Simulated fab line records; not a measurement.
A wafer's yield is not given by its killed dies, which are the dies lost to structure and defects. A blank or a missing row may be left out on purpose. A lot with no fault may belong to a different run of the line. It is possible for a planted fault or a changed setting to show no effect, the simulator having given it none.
fab line records -- flow n5-finfet
[record] lots = 12, wafers = 34, last-day = 18
route steps=1938 shown BEOL_M12@1650 BEOL_M13@1682
lots that met no fault: from a run of the same line without faults
start-h: hours from the record's opening day to when the first of the lot's shown wafers began -- wait-h: time in hours since the lot's previous step -- " same as the row above -- L1.1+2: one row covering several wafers at once -- - either no value or no given start -- * or withheld: withheld -- < > ~ a bound
route shown NAME@n: a module of which the file shows steps, and the number in the route of the first -- usual: the fault-free wafers' mean and standard deviation -- same: alike in all rows -- chamber/n: place in a boat -- sites: the reading at each site -- _std_site: the values' standard deviation -- _edge_site: the outer-site mean with the inner-site mean subtracted -- radius-mm: for every site, how far away it sits from the centre of the wafer -- mask NAME#n: copy n -- behind: the last tool/chamber to shape the wafer -- hold: why the lot was held/for how many hours/how that ended -- device: names the non-switching transistor (n, p or np) -- end of line: tests of these same wafers at the route's end -- a step without rows: its recipe alone -- killed: count of dies lost to structure and defects at first sort (not the wafer's yield) -- map: per-die view of a wafer (x killed, . not killed, _ where there is no die)
set.NAME: the setting that was run; set.NAME@STEP: the one run at that earlier step -- model.NAME: the simulator's own value behind a step, which no gauge read
one table for each step of the route and one row for each wafer, over a sample of lots
services: from which hour (start-h, from the record's first day; less than 0 if before it) a tool's chamber was out of use, for how many hours, and why
[[steps]]
[step N5_BEOL_M12_SPUTTER_45]
[recipe] material = Cu, target-thk-a = 800, temp-c = -20, bias-v = 60, power-w = 26000, chamber-pressure-pa = 0.13, time-s = 13.33
[usual] throttle-valve-pct = 30.1/1.2
lot.wafer,tool,chamber,start-h,wait-h,throttle-valve-pct
L291.2,pvd-sputter-01,-,248.93,0.0,31.3
L291.4,pvd-sputter-01,-,248.93,0.0,29.3
L291.6,pvd-sputter-01,-,248.93,0.0,31.1
L294.1,pvd-sputter-01,-,255.97,0.0,29.0
L294.2,pvd-sputter-01,-,255.97,0.0,32.2
L294.5,pvd-sputter-01,-,255.97,0.0,32.5
L297.2,pvd-sputter-01,-,284.24,0.0,29.3
L297.3,pvd-sputter-01,-,284.24,0.0,30.1
L297.4,pvd-sputter-01,-,284.24,0.0,30.8
L300.2,pvd-sputter-01,-,301.25,0.0,32.0
L300.3,pvd-sputter-01,-,301.25,0.0,30.7
L300.6,pvd-sputter-01,-,301.25,0.0,28.9
L301.3,pvd-sputter-01,-,314.59,0.0,32.2
L301.6,pvd-sputter-01,-,314.59,0.0,29.0
L302.2,pvd-sputter-01,-,330.21,0.0,30.7
L302.3,pvd-sputter-01,-,330.21,0.0,29.0
L302.6,pvd-sputter-01,-,330.21,0.0,32.4
L303.1,pvd-sputter-03,-,333.78,0.0,30.5
L303.2,pvd-sputter-03,-,333.78,0.0,29.0
L303.5,pvd-sputter-03,-,333.78,0.0,30.6
L306.1,pvd-sputter-02,-,336.21,0.0,29.3
L306.4,pvd-sputter-02,-,336.21,0.0,29.4
L306.5,pvd-sputter-02,-,336.21,0.0,28.2
L308.2,pvd-sputter-02,-,337.19,0.0,29.0
L308.6,pvd-sputter-02,-,337.19,0.0,29.4
L310.2,pvd-sputter-03,-,371.27,0.0,29.3
L310.3,pvd-sputter-03,-,371.27,0.0,30.5
L310.4,pvd-sputter-03,-,371.27,0.0,29.2
L313.2,pvd-sputter-01,-,374.71,0.0,29.9
L313.4,pvd-sputter-01,-,374.71,0.0,30.6
L313.5,pvd-sputter-01,-,374.71,0.0,32.3
L312.3,pvd-sputter-03,-,380.91,0.0,30.5
L312.4,pvd-sputter-03,-,380.91,0.0,28.9
L312.5,pvd-sputter-03,-,380.91,0.0,30.2
[step N5_BEOL_M13_COAT_22]
[recipe] spin-rpm = 2888, resist-thk-nm = 300
[usual] chill-plate-temp-C = 22.96/0.12, resist-line-temp-C = 23.01/0.11, spin-speed-rpm = 2887.5/2.4
lot.wafer,tool,chamber,start-h,wait-h,chill-plate-temp-C,resist-line-temp-C,spin-speed-rpm
L291.2,litho-track-04,0,251.69,-,22.97,22.98,2892.1
L291.4,litho-track-04,0,251.69,-,23.10,22.98,2886.4
L291.6,litho-track-04,0,251.69,-,22.91,22.86,2885.5
L294.1,litho-track-02,0,259.18,-,23.25,22.87,2888.5
L294.2,litho-track-02,0,259.18,-,23.15,22.82,2888.4
L294.5,litho-track-02,0,259.18,-,23.08,22.93,2887.2
L297.2,litho-track-03,0,286.41,-,22.89,23.19,2888.8
L297.3,litho-track-03,0,286.41,-,22.95,23.20,2884.5
L297.4,litho-track-03,0,286.41,-,22.88,23.11,2885.4
L300.2,litho-track-03,0,303.91,-,23.00,22.90,2887.0
L300.3,litho-track-03,0,303.91,-,23.08,22.98,2886.9
L300.6,litho-track-03,0,303.91,-,23.13,22.85,2888.4
L301.3,litho-track-04,0,316.95,-,22.89,23.06,2885.0
L301.6,litho-track-04,0,316.95,-,22.92,23.05,2886.4
L302.2,litho-track-04,0,332.53,-,22.82,23.05,2999.1
L302.3,litho-track-04,0,332.53,-,22.92,23.07,2995.8
L302.6,litho-track-04,0,332.53,-,22.88,22.82,2998.0
L303.1,litho-track-04,0,336.64,-,22.82,23.15,2995.7
L303.2,litho-track-04,0,336.64,-,22.99,22.97,3000.2
L303.5,litho-track-04,0,336.64,-,23.04,22.99,2997.5
L306.1,litho-track-04,0,338.38,-,22.88,23.08,2998.0
L306.4,litho-track-04,0,338.38,-,23.06,23.02,3000.6
L306.5,litho-track-04,0,338.38,-,22.94,22.81,3000.6
L308.2,litho-track-02,0,339.36,-,22.99,23.03,2885.0
L308.6,litho-track-02,0,339.36,-,22.93,23.12,2887.1
L310.2,litho-track-02,0,373.56,-,22.88,23.24,2888.3
L310.3,litho-track-02,0,373.56,-,22.85,23.16,2885.7
L310.4,litho-track-02,0,373.56,-,22.71,23.16,2885.0
L313.2,litho-track-02,0,376.94,-,22.94,23.13,2890.3
L313.4,litho-track-02,0,376.94,-,22.91,23.10,2886.7
L313.5,litho-track-02,0,376.94,-,23.05,23.13,2889.6
L312.3,litho-track-02,0,383.23,-,22.89,22.83,2888.8
L312.4,litho-track-02,0,383.23,-,22.85,22.80,2891.3
L312.5,litho-track-02,0,383.23,-,22.79,22.83,2894.1
[step N5_BEOL_M13_OVL_MEAS_29]
[recipe] points-per-wafer = 44
[usual] M13_OVL = -3/5.3
lot.wafer,tool,chamber,start-h,wait-h,M13_OVL[nm]
L291.2,overlay-01,0,252.01,0.0,1
L291.4,overlay-01,0,252.01,0.0,7
L291.6,overlay-01,0,252.01,0.0,6
L294.1,overlay-02,0,259.51,0.0,-1
L294.2,overlay-02,0,259.51,0.0,-4
L294.5,overlay-02,0,259.51,0.0,4
L297.2,overlay-01,0,286.92,0.0,-7
L297.3,overlay-01,0,286.92,0.0,-11
L297.4,overlay-01,0,286.92,0.0,-9
L300.2,overlay-01,0,304.34,0.0,-5
L300.3,overlay-01,0,304.34,0.0,-3
L300.6,overlay-01,0,304.34,0.0,-1
L301.3,overlay-01,0,317.26,0.0,-2
L301.6,overlay-01,0,317.26,0.0,1
L302.2,overlay-01,0,332.84,0.0,4
L302.3,overlay-01,0,332.84,0.0,3
L302.6,overlay-01,0,332.84,0.0,3
L303.1,overlay-01,0,336.95,0.0,0
L303.2,overlay-01,0,336.95,0.0,1
L303.5,overlay-01,0,336.95,0.0,-2
L306.1,overlay-02,0,338.82,0.0,-7
L306.4,overlay-02,0,338.82,0.0,-3
L306.5,overlay-02,0,338.82,0.0,-11
L308.2,overlay-02,0,339.80,0.0,-5
L308.6,overlay-02,0,339.80,0.0,-4
L310.2,overlay-02,0,374.00,0.0,-8
L310.3,overlay-02,0,374.00,0.0,-6
L310.4,overlay-02,0,374.00,0.0,-6
L313.2,overlay-01,0,377.25,0.0,3
L313.4,overlay-01,0,377.25,0.0,-3
L313.5,overlay-01,0,377.25,0.0,-3
L312.3,overlay-01,0,383.54,0.0,3
L312.4,overlay-01,0,383.54,0.0,-5
L312.5,overlay-01,0,383.54,0.0,-6
[step N5_BEOL_M13_ETCH_67]
[recipe] chemistry = CF4, target = SiARC, target-depth-a = 1430, time-s = 238.3, ion-energy-ev = 80, pressure-mtorr = 40, source-w = 545, bias-w = 36, Ar_flow_sccm = 100, cf4-flow-sccm = 100, ends = cleared
[usual] drypump-motor-current-A = 5.6/0.46, etch-rf-on-time-s = 238/5.6, oes-product-au = 0.69/0.068, rf-vpp-V = 184.1/1.3, showerhead-plenum-p-Torr = 2.15/0.081, throttle-valve-pct = 15.54/0.27
lot.wafer,tool,chamber,start-h,wait-h,drypump-motor-current-A,etch-rf-on-time-s,oes-product-au,rf-hours-counter-h,rf-vpp-V,showerhead-plenum-p-Torr,throttle-valve-pct
L291.2,rie-diel-03,1,252.10,0.0,4.9,229,0.79,27,183.4,2.19,15.45
L291.4,rie-diel-03,2,252.10,0.0,6.0,245,0.58,239,182.8,2.03,15.69
L291.6,rie-diel-03,0,252.10,0.0,5.8,244,0.59,-,185.0,2.21,16.07
L294.1,rie-diel-04,3,259.60,0.0,5.4,239,0.72,59,185.3,2.27,15.18
L294.2,rie-diel-04,0,259.60,0.0,6.3,231,0.72,70,183.8,2.07,15.70
L294.5,rie-diel-04,3,259.60,0.0,5.4,240,0.70,-,184.9,2.27,15.18
L297.2,rie-diel-05,1,287.48,0.0,5.5,240,0.61,192,183.3,2.03,15.44
L297.3,rie-diel-05,0,287.48,0.0,6.1,239,0.76,57,183.5,2.09,15.17
L297.4,rie-diel-05,0,287.48,0.0,6.1,240,0.75,-,182.6,2.09,15.18
L300.2,rie-diel-05,0,304.74,0.0,6.1,241,0.74,65,184.0,2.09,15.19
L300.3,rie-diel-05,2,304.74,0.0,5.8,243,0.61,176,184.1,2.13,15.81
L300.6,rie-diel-05,0,304.74,0.0,6.1,239,0.73,-,183.9,2.09,15.20
L301.3,rie-diel-04,1,317.36,0.0,5.1,235,0.75,21,183.7,2.09,15.32
L301.6,rie-diel-04,0,317.36,0.0,6.2,228,0.70,-,184.3,2.07,15.74
L302.2,rie-diel-04,0,332.94,0.0,6.3,234,0.69,92,182.6,2.06,15.74
L302.3,rie-diel-04,2,332.94,0.0,5.0,239,0.61,218,181.6,2.03,15.64
L302.6,rie-diel-04,0,332.94,0.0,6.3,232,0.70,-,184.6,2.06,15.74
L303.1,rie-diel-03,2,337.05,0.0,5.9,246,0.81,8,186.4,2.28,15.23
L303.2,rie-diel-03,0,337.05,0.0,5.8,242,0.58,225,186.6,2.20,16.12
L303.5,rie-diel-03,0,337.05,0.0,5.7,244,0.58,-,185.7,2.20,16.12
L306.1,rie-diel-03,3,339.04,0.0,5.9,238,0.70,75,184.4,2.18,15.58
L306.4,rie-diel-03,0,339.04,0.0,5.8,247,0.58,225,185.3,2.20,16.11
L306.5,rie-diel-03,3,339.04,0.0,5.8,238,0.71,-,184.6,2.17,15.56
L308.2,rie-diel-03,0,339.94,0.0,5.8,246,0.58,226,183.7,2.20,16.12
L308.6,rie-diel-03,2,339.94,0.0,5.9,247,0.80,-,185.7,2.28,15.23
L310.2,rie-diel-04,2,374.25,0.0,5.0,235,0.61,230,183.8,2.03,15.70
L310.3,rie-diel-04,3,374.25,0.0,5.4,240,0.67,96,186.3,2.26,15.25
L310.4,rie-diel-04,1,374.25,0.0,5.0,233,0.73,41,183.6,2.08,15.34
L313.2,rie-diel-03,3,377.35,0.0,5.9,231,0.70,89,185.0,2.17,15.60
L313.4,rie-diel-03,1,377.35,0.0,4.9,231,0.73,69,183.8,2.17,15.52
L313.5,rie-diel-03,3,377.35,0.0,5.9,232,0.70,-,184.4,2.17,15.61
L312.3,rie-diel-05,2,384.13,0.0,5.8,242,0.60,199,183.4,2.12,15.85
L312.4,rie-diel-05,1,384.13,0.0,5.5,238,0.59,223,182.6,2.02,15.49
L312.5,rie-diel-05,2,384.13,0.0,5.8,242,0.59,-,182.0,2.12,15.85
[[services]]
tool,chamber,start-h,hours,kind
rie-diel-04,1,231.91,-,clean
rie-diel-04,1,231.91,-,consumable-replace:focus-ring
rie-diel-04,1,231.91,14.9,scheduled-down
rie-diel-04,1,231.91,14.9,vent-cycle
rie-diel-05,-,243.98,0.4,repair
rie-diel-05,1,248.26,8.4,repair
rie-diel-05,-,265.91,4.3,pm
rie-diel-05,-,283.06,1.3,repair
rie-diel-03,2,284.87,-,clean
rie-diel-03,2,284.87,-,consumable-replace:focus-ring
rie-diel-03,2,284.87,-,consumable-replace:showerhead
rie-diel-03,2,284.87,22.5,scheduled-down
rie-diel-03,2,284.87,22.5,vent-cycle
rie-diel-04,2,310.40,11.5,repair
rie-diel-05,0,359.28,1.5,repair
pvd-sputter-02,-,366.38,0.7,repair
rie-diel-05,3,373.86,6.3,repair
litho-track-04,-,373.95,-,consumable-replace:filter
rie-diel-04,2,377.70,15.9,repair
rie-diel-03,3,383.78,2.1,repair
[[key]]
[first-sign] step = N5_BEOL_M13_COAT_22, reading = spin-speed-rpm, direction = up, sigmas = 46, usual = *, struck = *
effect none on later readings
met-at N5_BEOL_M13_COAT_22
struck-lots L302,L303,L306
not-acting-at N5_BEOL_M12_SPUTTER_45,N5_BEOL_M13_OVL_MEAS_29,N5_BEOL_M13_ETCH_67
onset-between 316.95 332.53
[earlier-fault] kind = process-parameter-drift, tool = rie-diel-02, chamber = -, onset-h = 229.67, steps = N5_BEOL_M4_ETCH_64, channel = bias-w, offset = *, shape = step, acts-in = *, stated = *
[fault] kind = process-parameter-drift, tool = litho-track-04, chamber = -, onset-h = 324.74, steps = N5_BEOL_M13_COAT_22, channel = spin-rpm, offset = *, shape = step, acts-in = *, stated = *
